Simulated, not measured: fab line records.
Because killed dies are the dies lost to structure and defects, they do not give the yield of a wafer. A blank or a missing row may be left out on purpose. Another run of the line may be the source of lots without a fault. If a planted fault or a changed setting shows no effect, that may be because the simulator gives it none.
Which tool was responsible? || flow n5 finfet || 25 wafers from 9 lots sampled at 7 of the route's 1938 steps

## WHAT EACH GAUGE READ, for each wafer
N5_SD_EPI_N_OVL_MEAS_10.
{"lot": "L985", "measured": "day 3 10:55", "on": "overlay-02", "SD_N_BLK_OVL (nm)": "0.0 -0.6 -1.1"}
{"lot": "L988", "measured": "day 4 02:32", "on": "overlay-01", "SD_N_BLK_OVL (nm)": "1.0 -0.6 1.0"}
{"lot": "L990", "measured": "day 4 13:38", "on": "overlay-01", "SD_N_BLK_OVL (nm)": "2.4 1.2 1.5"}
{"lot": "L991", "measured": "day 4 18:32", "on": "overlay-01", "SD_N_BLK_OVL (nm)": "0.7 0.1 0.3"}
{"lot": "L999", "measured": "day 6 19:40", "on": "overlay-01", "SD_N_BLK_OVL (nm)": "-0.3 -0.1"}
{"lot": "L100", "measured": "day 7 01:32", "on": "overlay-02", "SD_N_BLK_OVL (nm)": "-0.3 0.9"}
{"lot": "L101", "measured": "day 7 09:24", "on": "overlay-01", "SD_N_BLK_OVL (nm)": "-0.7 -0.6 0.2"}
{"lot": "L102", "measured": "day 7 12:23", "on": "overlay-01", "SD_N_BLK_OVL (nm)": "1.5 -0.3 1.0"}
{"lot": "L103", "measured": "day 7 20:05", "on": "overlay-02", "SD_N_BLK_OVL (nm)": "-0.2 1.5 0.0"}

N5_SD_EPI_N_EPI_MEAS_23.
{"lot": "L985", "measured": "day 3 15:12", "on": "film metro-02", "thk nm (nm)": "57.9 56.6 56.8"}
{"lot": "L988", "measured": "day 4 07:33", "on": "film metro-02", "thk nm (nm)": "58.6 58.1 59.0"}
{"lot": "L990", "measured": "day 4 17:07", "on": "film metro-01", "thk nm (nm)": "56.6 57.4 58.6"}
{"lot": "L991", "measured": "day 4 22:00", "on": "film metro-01", "thk nm (nm)": "58.5 58.7 58.2"}
{"lot": "L999", "measured": "day 6 23:53", "on": "film metro-01", "thk nm (nm)": "65.5 59.6"}
{"lot": "L100", "measured": "day 7 08:10", "on": "film metro-01", "thk nm (nm)": "59.4 58.6"}
{"lot": "L101", "measured": "day 7 13:28", "on": "film metro-02", "thk nm (nm)": "59.6 57.3 57.0"}
{"lot": "L102", "measured": "day 7 17:35", "on": "film metro-01", "thk nm (nm)": "59.8 59.6 58.6"}
{"lot": "L103", "measured": "day 7 23:32", "on": "film metro-02", "thk nm (nm)": "56.8 59.3 60.3"}

N5_SD_ACTIVATION_RS_MEAS_03: uses a four-point probe to measure.
{"lot": "L985", "measured": "day 3 21:06", "on": "film metro-01", "RS_SD_N (ohm/sq)": "22.36 22.22 22.30", "RS_SD_P (ohm/sq)": "55.6 55.4 56.1"}
{"lot": "L988", "measured": "day 4 13:04", "on": "film metro-02", "RS_SD_N (ohm/sq)": "21.70 21.85 21.78", "RS_SD_P (ohm/sq)": "54.5 53.9 54.9"}
{"lot": "L990", "measured": "day 4 23:15", "on": "film metro-02", "RS_SD_N (ohm/sq)": "22.20 22.33 22.06", "RS_SD_P (ohm/sq)": "56.4 56.1 56.2"}
{"lot": "L991", "measured": "day 5 03:20", "on": "film metro-02", "RS_SD_N (ohm/sq)": "21.93 22.17 21.92", "RS_SD_P (ohm/sq)": "56.2 56.4 56.6"}
{"lot": "L999", "measured": "day 7 06:04", "on": "film metro-01", "RS_SD_N (ohm/sq)": "19.97 21.92", "RS_SD_P (ohm/sq)": "56.5 56.7"}
{"lot": "L100", "measured": "day 7 14:04", "on": "film metro-01", "RS_SD_N (ohm/sq)": "22.11 22.00", "RS_SD_P (ohm/sq)": "56.0 55.7"}
{"lot": "L101", "measured": "day 7 19:38", "on": "film metro-02", "RS_SD_N (ohm/sq)": "21.76 21.97 21.97", "RS_SD_P (ohm/sq)": "56.5 57.3 57.3"}
{"lot": "L102", "measured": "day 8 00:47", "on": "film metro-01", "RS_SD_N (ohm/sq)": "21.72 22.02 22.00", "RS_SD_P (ohm/sq)": "55.4 55.1 55.0"}
{"lot": "L103", "measured": "day 8 05:15", "on": "film metro-02", "RS_SD_N (ohm/sq)": "22.23 22.10 22.09", "RS_SD_P (ohm/sq)": "57.1 57.5 58.2"}

N5_BEOL_M4_RC_MEAS_101.
{"lot": "L985", "measured": "day 9 15:42", "on": "prober-02", "DIBL_N (mV/V)": "33.4 30.8 33.7", "DIBL_P (mV/V)": "33.8 32.2 34.7", "IOFF_N (nA/um)": "0.13 0.10 0.14", "IOFF_P (nA/um)": "0.17 0.16 0.19", "ION_N (uA/um)": "678 659 679", "ION_P (uA/um)": "460 462 465", "RS_SD_N (ohm/sq)": "28.9 28.8 28.8", "SS_N (mV/dec)": "70.8 70.2 70.8", "SS_P (mV/dec)": "72.1 72.1 72.4", "VT_N (mV)": "252 257 249", "VT_P (mV)": "-251 -254 -253"}
{"lot": "L988", "measured": "day 10 16:19", "on": "prober-02", "DIBL_N (mV/V)": "34.8 34.9 33.5", "DIBL_P (mV/V)": "35.5 35.1 34.3", "IOFF_N (nA/um)": "0.14 0.14 0.12", "IOFF_P (nA/um)": "0.20 0.20 0.18", "ION_N (uA/um)": "672 666 661", "ION_P (uA/um)": "463 462 457", "RS_SD_N (ohm/sq)": "28.3 28.4 28.3", "SS_N (mV/dec)": "70.9 70.7 70.3", "SS_P (mV/dec)": "73.6 72.9 72.7", "VT_N (mV)": "252 251 254", "VT_P (mV)": "-252 -248 -251"}
{"lot": "L990", "measured": "day 10 19:05", "on": "prober-01", "DIBL_N (mV/V)": "35.2 32.3 35.6", "DIBL_P (mV/V)": "34.8 32.9 36.0", "IOFF_N (nA/um)": "0.14 0.11 0.14", "IOFF_P (nA/um)": "0.18 0.16 0.19", "ION_N (uA/um)": "665 655 667", "ION_P (uA/um)": "455 454 461", "RS_SD_N (ohm/sq)": "28.9 28.7 28.7", "SS_N (mV/dec)": "71.1 70.3 71.0", "SS_P (mV/dec)": "72.2 71.8 72.8", "VT_N (mV)": "253 254 251", "VT_P (mV)": "-255 -252 -254"}
{"lot": "L991", "measured": "day 10 19:42", "on": "prober-02", "DIBL_N (mV/V)": "34.2 36.7 36.2", "DIBL_P (mV/V)": "33.5 37.9 36.5", "IOFF_N (nA/um)": "0.13 0.18 0.16", "IOFF_P (nA/um)": "0.18 0.24 0.22", "ION_N (uA/um)": "675 684 683", "ION_P (uA/um)": "465 471 460", "RS_SD_N (ohm/sq)": "28.4 28.5 28.7", "SS_N (mV/dec)": "70.3 71.8 70.8", "SS_P (mV/dec)": "72.5 73.6 73.1", "VT_N (mV)": "252 246 249", "VT_P (mV)": "-250 -246 -250"}
{"lot": "L999", "measured": "day 13 11:36", "on": "prober-02", "DIBL_N (mV/V)": "35.1 35.8", "DIBL_P (mV/V)": "36.3 37.0", "IOFF_N (nA/um)": "0.15 0.16", "IOFF_P (nA/um)": "0.22 0.23", "ION_N (uA/um)": "667 677", "ION_P (uA/um)": "461 463", "RS_SD_N (ohm/sq)": "25.8 28.4", "SS_N (mV/dec)": "71.1 71.8", "SS_P (mV/dec)": "73.1 73.0", "VT_N (mV)": "248 250", "VT_P (mV)": "-250 -248"}
{"lot": "L100", "measured": "day 13 15:56", "on": "prober-02", "DIBL_N (mV/V)": "34.0 34.9", "DIBL_P (mV/V)": "34.4 34.8", "IOFF_N (nA/um)": "0.13 0.14", "IOFF_P (nA/um)": "0.17 0.18", "ION_N (uA/um)": "664 663", "ION_P (uA/um)": "454 455", "RS_SD_N (ohm/sq)": "28.6 28.4", "SS_N (mV/dec)": "71.3 72.2", "SS_P (mV/dec)": "72.1 72.4", "VT_N (mV)": "252 252", "VT_P (mV)": "-252 -253"}
{"lot": "L101", "measured": "day 13 14:39", "on": "prober-01", "DIBL_N (mV/V)": "36.3 32.1 32.0", "DIBL_P (mV/V)": "34.9 30.5 30.6", "IOFF_N (nA/um)": "0.13 0.09 0.09", "IOFF_P (nA/um)": "0.19 0.14 0.14", "ION_N (uA/um)": "659 651 647", "ION_P (uA/um)": "452 450 452", "RS_SD_N (ohm/sq)": "28.0 28.6 28.6", "SS_N (mV/dec)": "71.5 69.7 69.8", "SS_P (mV/dec)": "73.4 72.0 71.9", "VT_N (mV)": "252 258 259", "VT_P (mV)": "-250 -256 -254"}
{"lot": "L102", "measured": "day 13 16:46", "on": "prober-01", "DIBL_N (mV/V)": "40.9 38.3 38.9", "DIBL_P (mV/V)": "41.1 37.2 38.2", "IOFF_N (nA/um)": "0.26 0.18 0.20", "IOFF_P (nA/um)": "0.30 0.23 0.24", "ION_N (uA/um)": "700 689 691", "ION_P (uA/um)": "476 466 462", "RS_SD_N (ohm/sq)": "28.3 28.6 28.4", "SS_N (mV/dec)": "72.6 71.8 71.8", "SS_P (mV/dec)": "75.2 73.6 74.7", "VT_N (mV)": "243 249 249", "VT_P (mV)": "-247 -251 -249"}
{"lot": "L103", "measured": "day 14 10:02", "on": "prober-02", "DIBL_N (mV/V)": "35.0 33.6 33.6", "DIBL_P (mV/V)": "35.2 33.7 34.3", "IOFF_N (nA/um)": "0.14 0.11 0.12", "IOFF_P (nA/um)": "0.18 0.16 0.16", "ION_N (uA/um)": "658 645 649", "ION_P (uA/um)": "455 447 451", "RS_SD_N (ohm/sq)": "28.6 28.4 28.5", "SS_N (mV/dec)": "70.9 70.1 70.0", "SS_P (mV/dec)": "72.9 71.8 71.6", "VT_N (mV)": "252 254 255", "VT_P (mV)": "-250 -254 -253"}

## EACH LOT AND THE TOOL THAT RAN IT (in order: tool; ch and the chambers of the sampled wafers; start)
{"lot": "L985", "N5_DUMMY_GATE_STRIP_48": "rie diel-01 ch 0,1,2, day 3 09:42", "N5_SD_EPI_N_ETCHBACK_44": "rie diel-04 ch 0,1,3, day 3 11:28", "N5_SD_EPI_N_EPI_21": "epi rpcvd-02 ch 0, day 3 12:55"}
{"lot": "L988", "N5_DUMMY_GATE_STRIP_48": "rie diel-02 ch 0,2, day 4 01:26", "N5_SD_EPI_N_ETCHBACK_44": "rie diel-03 ch 1,2,3, day 4 03:01", "N5_SD_EPI_N_EPI_21": "epi rpcvd-01 ch 0, day 4 04:32"}
{"lot": "L990", "N5_DUMMY_GATE_STRIP_48": "rie diel-05 ch 1,2,3, day 4 12:09", "N5_SD_EPI_N_ETCHBACK_44": "rie diel-03 ch 0,1,2, day 4 14:07", "N5_SD_EPI_N_EPI_21": "epi rpcvd-01 ch 0, day 4 15:24"}
{"lot": "L991", "N5_DUMMY_GATE_STRIP_48": "rie diel-01 ch 1,2,3, day 4 17:19", "N5_SD_EPI_N_ETCHBACK_44": "rie diel-06 ch 0,2, day 4 19:01", "N5_SD_EPI_N_EPI_21": "epi rpcvd-01 ch 0, day 4 20:17"}
{"lot": "L999", "N5_DUMMY_GATE_STRIP_48": "rie diel-05 ch 0,3, day 6 17:55", "N5_SD_EPI_N_ETCHBACK_44": "rie diel-03 ch 1,3, day 6 20:08", "N5_SD_EPI_N_EPI_21": "epi rpcvd-02 ch 0, day 6 21:58"}
{"lot": "L100", "N5_DUMMY_GATE_STRIP_48": "rie diel-01 ch 1, day 7 00:04", "N5_SD_EPI_N_ETCHBACK_44": "rie diel-03 ch 0,1, day 7 02:01", "N5_SD_EPI_N_EPI_21": "epi rpcvd-04 ch 0, day 7 04:07"}
{"lot": "L101", "N5_DUMMY_GATE_STRIP_48": "rie diel-05 ch 0,1,2, day 7 08:11", "N5_SD_EPI_N_ETCHBACK_44": "rie diel-03 ch 0,3, day 7 09:52", "N5_SD_EPI_N_EPI_21": "epi rpcvd-01 ch 0, day 7 11:11"}
{"lot": "L102", "N5_DUMMY_GATE_STRIP_48": "rie diel-01 ch 1,2,3, day 7 11:08", "N5_SD_EPI_N_ETCHBACK_44": "rie diel-03 ch 0,1, day 7 12:52", "N5_SD_EPI_N_EPI_21": "epi rpcvd-04 ch 0, day 7 15:02"}
{"lot": "L103", "N5_DUMMY_GATE_STRIP_48": "rie diel-02 ch 0,1,2, day 7 18:59", "N5_SD_EPI_N_ETCHBACK_44": "rie diel-06 ch 0,1, day 7 20:33", "N5_SD_EPI_N_EPI_21": "epi rpcvd-01 ch 0, day 7 21:49"}
- N5_DUMMY_GATE_STRIP_48: strips in N2/H2, time 20 s.
- N5_SD_EPI_N_ETCHBACK_44: etches SiNx in CH3F/O2, stops on SiO2, target depth 14.5 nm.
- N5_SD_EPI_N_EPI_21: deposits Si:P, time 690 s.

## WHAT THE TOOLS THEMSELVES READ (means of the sampled wafers that have a number; where no wafer has one, the mark that the record gives instead)
N5_DUMMY_GATE_STRIP_48.
{"lot": "L985", "tool": "rie diel-01", "chamber pressure mTorr (mTorr)": 99.98, "drypump motor current A (A)": 6.0, "oes product au (a.u.)": 0.78, "rf vpp V (V)": 45.5, "showerhead plenum p Torr (Torr)": 3.38, "throttle valve pct (%)": 12.41}
{"lot": "L988", "tool": "rie diel-02", "chamber pressure mTorr (mTorr)": 100.03, "drypump motor current A (A)": 5.7, "oes product au (a.u.)": 0.75, "rf vpp V (V)": 46.1, "showerhead plenum p Torr (Torr)": 3.47, "throttle valve pct (%)": 12.39}
{"lot": "L990", "tool": "rie diel-05", "chamber pressure mTorr (mTorr)": 100.08, "drypump motor current A (A)": 5.6, "oes product au (a.u.)": 0.75, "rf vpp V (V)": 45.0, "showerhead plenum p Torr (Torr)": 3.36, "throttle valve pct (%)": 12.19}
{"lot": "L991", "tool": "rie diel-01", "chamber pressure mTorr (mTorr)": 99.91, "drypump motor current A (A)": 5.9, "oes product au (a.u.)": 0.77, "rf vpp V (V)": 44.7, "showerhead plenum p Torr (Torr)": 3.37, "throttle valve pct (%)": 12.36}
{"lot": "L999", "tool": "rie diel-05", "chamber pressure mTorr (mTorr)": 99.94, "drypump motor current A (A)": 5.9, "oes product au (a.u.)": 0.69, "rf vpp V (V)": 45.8, "showerhead plenum p Torr (Torr)": 3.47, "throttle valve pct (%)": 12.47}
{"lot": "L100", "tool": "rie diel-01", "chamber pressure mTorr (mTorr)": 100.01, "drypump motor current A (A)": 5.8, "oes product au (a.u.)": 0.70, "rf vpp V (V)": 45.5, "showerhead plenum p Torr (Torr)": 3.48, "throttle valve pct (%)": 12.68}
{"lot": "L101", "tool": "rie diel-05", "chamber pressure mTorr (mTorr)": 100.11, "drypump motor current A (A)": 5.7, "oes product au (a.u.)": 0.74, "rf vpp V (V)": 45.4, "showerhead plenum p Torr (Torr)": 3.36, "throttle valve pct (%)": 12.22}
{"lot": "L102", "tool": "rie diel-01", "chamber pressure mTorr (mTorr)": 100.06, "drypump motor current A (A)": 5.8, "oes product au (a.u.)": 0.75, "rf vpp V (V)": 45.4, "showerhead plenum p Torr (Torr)": 3.36, "throttle valve pct (%)": 12.41}
{"lot": "L103", "tool": "rie diel-02", "chamber pressure mTorr (mTorr)": 100.09, "drypump motor current A (A)": 5.8, "oes product au (a.u.)": 0.80, "rf vpp V (V)": 46.1, "showerhead plenum p Torr (Torr)": 3.44, "throttle valve pct (%)": 12.20}

N5_SD_EPI_N_ETCHBACK_44.
{"lot": "L985", "tool": "rie diel-04", "chamber pressure mTorr (mTorr)": 29.979, "drypump motor current A (A)": 5.5, "oes product au (a.u.)": 0.68, "rf vpp V (V)": 292, "showerhead plenum p Torr (Torr)": 1.96, "throttle valve pct (%)": 16.20}
{"lot": "L988", "tool": "rie diel-03", "chamber pressure mTorr (mTorr)": 29.991, "drypump motor current A (A)": 5.9, "oes product au (a.u.)": 0.74, "rf vpp V (V)": 301, "showerhead plenum p Torr (Torr)": 1.98, "throttle valve pct (%)": 16.16}
{"lot": "L990", "tool": "rie diel-03", "chamber pressure mTorr (mTorr)": 29.982, "drypump motor current A (A)": 5.7, "oes product au (a.u.)": 0.72, "rf vpp V (V)": 301, "showerhead plenum p Torr (Torr)": 2.03, "throttle valve pct (%)": 16.25}
{"lot": "L991", "tool": "rie diel-06", "chamber pressure mTorr (mTorr)": 30.038, "drypump motor current A (A)": 5.3, "oes product au (a.u.)": 0.59, "rf vpp V (V)": 298, "showerhead plenum p Torr (Torr)": 2.05, "throttle valve pct (%)": 16.56}
{"lot": "L999", "tool": "rie diel-03", "chamber pressure mTorr (mTorr)": 29.995, "drypump motor current A (A)": 6.0, "oes product au (a.u.)": 0.70, "rf vpp V (V)": 299, "showerhead plenum p Torr (Torr)": 2.00, "throttle valve pct (%)": 16.12}
{"lot": "L100", "tool": "rie diel-03", "chamber pressure mTorr (mTorr)": 29.987, "drypump motor current A (A)": 5.8, "oes product au (a.u.)": 0.69, "rf vpp V (V)": 300, "showerhead plenum p Torr (Torr)": 2.07, "throttle valve pct (%)": 16.23}
{"lot": "L101", "tool": "rie diel-03", "chamber pressure mTorr (mTorr)": 30.018, "drypump motor current A (A)": 5.5, "oes product au (a.u.)": 0.69, "rf vpp V (V)": 295, "showerhead plenum p Torr (Torr)": 1.99, "throttle valve pct (%)": 16.23}
{"lot": "L102", "tool": "rie diel-03", "chamber pressure mTorr (mTorr)": 29.979, "drypump motor current A (A)": 5.9, "oes product au (a.u.)": 0.69, "rf vpp V (V)": 302, "showerhead plenum p Torr (Torr)": 2.05, "throttle valve pct (%)": 16.20}
{"lot": "L103", "tool": "rie diel-06", "chamber pressure mTorr (mTorr)": 29.976, "drypump motor current A (A)": 5.4, "oes product au (a.u.)": 0.79, "rf vpp V (V)": 298, "showerhead plenum p Torr (Torr)": 2.06, "throttle valve pct (%)": 16.14}

## THE ANSWER, worked out from the rows above alone
Rule: the usual values come from the lots themselves. The widest of any qualifying gaps counts: lots, ordered by their means at a reading, are off when they make up no more than a third of the lots, leave a main group of 4 or more, and stand apart from it by 3 or more times the standard deviation of that group's means. The tables above print the reading to a certain number of digits; a main group whose means all agree to those digits is not used. A lot without any number at a reading at which 4 lots or more have one is off too. Any other lot the step has rows for is counted as sound. Order of review: gauges by route order, followed by the tools' own readings, for which a lot's mean as printed above is used. At the first step where some lot is off, the reading lying furthest off is the one used; lots without a number count as furthest.
Off, at N5_SD_EPI_N_EPI_MEAS_23 on thk nm: L999. For the main group the mean is 58.3 nm and the standard deviation 0.71.
If a tool, at a process step before that reading, ran all the lots that are off and no sound lot after the first of them, it fits. Not tried: the gauges at N5_SD_EPI_N_EPI_MEAS_23; whatever is off there is also off at N5_BEOL_M4_RC_MEAS_101, on other tools, and gauge error can't account for it. One candidate fits, namely epi rpcvd-02 at N5_SD_EPI_N_EPI_21. A fault onset in the window from L985 (day 3 12:55, its last sound lot) to L999 (day 6 21:58, its first lot off) fits.

## WHAT THE SIMULATOR HAD INSERTED
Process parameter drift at N5_SD_EPI_N_EPI_21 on epi rpcvd-02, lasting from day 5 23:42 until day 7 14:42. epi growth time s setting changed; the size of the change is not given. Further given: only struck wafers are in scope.
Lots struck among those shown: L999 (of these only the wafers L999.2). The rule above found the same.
